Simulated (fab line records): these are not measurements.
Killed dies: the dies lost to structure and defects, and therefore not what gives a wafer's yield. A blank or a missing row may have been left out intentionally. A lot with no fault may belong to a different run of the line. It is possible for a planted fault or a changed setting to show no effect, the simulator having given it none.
Struck lot and sound lot, side by side + flow n5-finfet + 16 steps out of a route of 1938
Sound: the wafers L864.1, L864.3, L864.5. The struck wafers were L863.1, L863.3, L863.5. The cause is given at the end.
Per side, at each step with rows, come the tool, then ch with its chambers, and then its first start. Under that, the readings that differ: sound wafers + struck wafers + difference of the means + sigmas: that difference in standard deviations of wafers without a fault.
alike: words and numbers the same on both sides, and readings whose means are apart by under 2 such deviations; not compared: readings that were withheld, readings missing a value for some wafer, numbers with overlapping values and no deviation given by the record, and bounds like >300 which may hide the same value.
The two part at a step that has a row with sigmas, a row that says differs or no value, or rows on one side only. Numbers that don't overlap but have no deviation are shown without sigmas and don't part them. A reading that every wafer of one side lacks parts them only if that side has two wafers or more.

N5_BEOL_M4_STRIP_97: strips in N2/H2, time 10 s.
  sound: rie-diel-04 ch 0,1; struck: rie-diel-06 ch 1,2,3
  alike: drypump-motor-current-A, oes-product-au, rf-vpp-V, showerhead-plenum-p-Torr, throttle-valve-pct
  not compared: rf-hours-counter-h
N5_BEOL_M4_OCD_MEAS_38:
  sound on ocd-01 at day 11 19:17; struck on ocd-02 at day 11 01:29
  alike: trench-depth-nm
then, 4 steps without rows for these wafers: N5_BEOL_M4_HM_STRIP_39 (strips TiN in peroxide tin strip, target depth 25 nm, time 158 s); N5_BEOL_M4_SRD_40 (time 30 s); N5_BEOL_M4_PRECLEAN_42 (cleans in residue remover, time 60 s); N5_BEOL_M4_SRD_43 (time 30 s).
N5_BEOL_M4_CD_MEAS_35: target cd 18 nm, target cd y 22.4 nm.
  sound on cd-sem-03 at day 11 19:26; struck on cd-sem-02 at day 11 01:44
  alike: cd-nm
then, 1 step without rows for these wafers: N5_BEOL_M4_DEGAS_44 (time 60 s).
N5_BEOL_M4_PRE_CLEAN_45: time 30 s.
  sound on pvd-sputter-01 at day 11 19:41; struck on pvd-sputter-01 at day 11 02:02
  alike: heater-power-w
N5_BEOL_M4_ALD_84: deposits TaN, pulse time 2 s, purge time 3 s, co reactant purge time 2 s.
  sound on ald-metal-01 ch 0,2,3, day 11 19:47; struck on ald-metal-01 ch 1,2, day 11 02:11
  alike: heater-power-w
N5_BEOL_M4_SURFACE_TREAT_85:
  sound on pvd-sputter-01 at day 11 20:40; struck on pvd-sputter-03 at day 11 02:35
  not compared: throttle-valve-pct
then, 1 step without rows for these wafers: N5_BEOL_M4_CVD_47 (deposits Co from CCTBA/H2, target thk 3 nm, time 223.8 s).
N5_BEOL_M4_SPUTTER_48: material Cu, target thk 4.5 nm, time 8.29 s.
  sound on pvd-sputter-01 at day 11 21:01; struck on pvd-sputter-03 at day 11 04:28
  no value came back on the struck wafers for chamber-pressure-pa (Pa), chuck-gas-flow-sccm (sccm), substrate-temp-c (C), throttle-valve-pct (%); on the sound wafers chamber-pressure-pa (Pa) reads 0.07001 0.07005 0.06978
N5_BEOL_M4_ANNEAL_49: time 240 s.
  sound on pvd-sputter-01 at day 11 21:06; struck on pvd-sputter-03 at day 11 04:32
  alike: heater-power-w, susceptor_temp_C_max
N5_BEOL_M4_RC_MEAS_101:
  sound on prober-01 ch 0, day 12 00:22; struck on prober-02 ch 0, day 11 07:19
| reading       | sound          | struck         | difference | sigmas |
|---------------|----------------|----------------|------------|--------|
| ION_P (uA/um) | 448 456 443    | 466 482 461    | +21        | +2     |
| VT_P (mV)     | -261 -251 -259 | -250 -247 -252 | +7         | +2     |
  alike: DIBL_N, DIBL_P, IOFF_N, IOFF_P, ION_N, SS_N, SS_P, VT_N
-- record jumps: 5 days separate the struck wafers' starts on either side; left off in module BEOL_M4, taken up again in module PASSIVATION, whose first shown step is the route's number 1936 --
N5_PASSIVATION_PROBE_49:
  rows exist in the record for the struck wafers here (prober-02, day 15 23:35), but not for the sound ones

== WHERE THEY PART ==
Last at N5_PASSIVATION_PROBE_49 as far as this record goes, first at N5_BEOL_M4_SPUTTER_48.

WHY: what the simulator had put in
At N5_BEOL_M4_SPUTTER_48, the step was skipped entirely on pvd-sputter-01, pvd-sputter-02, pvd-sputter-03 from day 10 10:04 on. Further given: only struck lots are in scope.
